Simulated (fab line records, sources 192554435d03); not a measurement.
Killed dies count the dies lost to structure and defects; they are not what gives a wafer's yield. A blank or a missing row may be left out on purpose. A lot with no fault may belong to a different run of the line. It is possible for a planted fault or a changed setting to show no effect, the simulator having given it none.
Chamber matching    flow n5_finfet    4 sister chambers for N5_FIN_SAQP_ETCH_65 on rie_si-02
The step etches SiO2 in CF4, target depth 4 nm, time 4.4 s. 8 wafers are shown with their chamber, then 6 later ones without.

== EACH WAFER AND ITS CHAMBER ==
wafer   chamber  drypump_motor_current_A (A)  throttle_valve_pct (%)
L989.5  1        5.5                          21.82
L990.5  2        6.2                          21.88
L994.1  3        6.8                          21.90
L994.3  0        6.2                          21.99
L994.5  0        6.2                          21.99
L996.1  1        5.6                          21.83
L996.2  3        6.8                          21.91
L996.5  2        6.2                          21.89

== WAFERS WITHOUT THEIR CHAMBER ==
wafer   drypump_motor_current_A (A)  throttle_valve_pct (%)
L998.1  5.5                          21.82
L998.2  6.1                          22.01
L998.3  6.2                          21.89
L102.1  5.5                          21.82
L102.2  6.8                          21.90
L102.5  5.5                          21.82

== EACH ONE'S CHAMBER ==
wafer   from the rows above  in truth
L998.1  1                    1
L998.2  0                    0
L998.3  2                    2
L102.1  1                    1
L102.2  3                    3
L102.5  1                    1
Placed correctly: 6 of 6. Can't be placed from these rows: 0. Placed wrongly: 0.
How it was worked out, from the rows above alone: a wafer's distance from a chamber is the root of the sum, over the readings, of the square of ((its reading less the chamber's mean) divided by the reading's scatter). If the next closest chamber is less than 2 further off than the closest, the wafer can't be placed; otherwise it belongs to the closest. A chamber's mean is the mean of its shown wafers. The scatter: take each reading less its chamber's mean, square it, sum over the shown wafers, divide by the number of wafers less the number of chambers, and take the root.
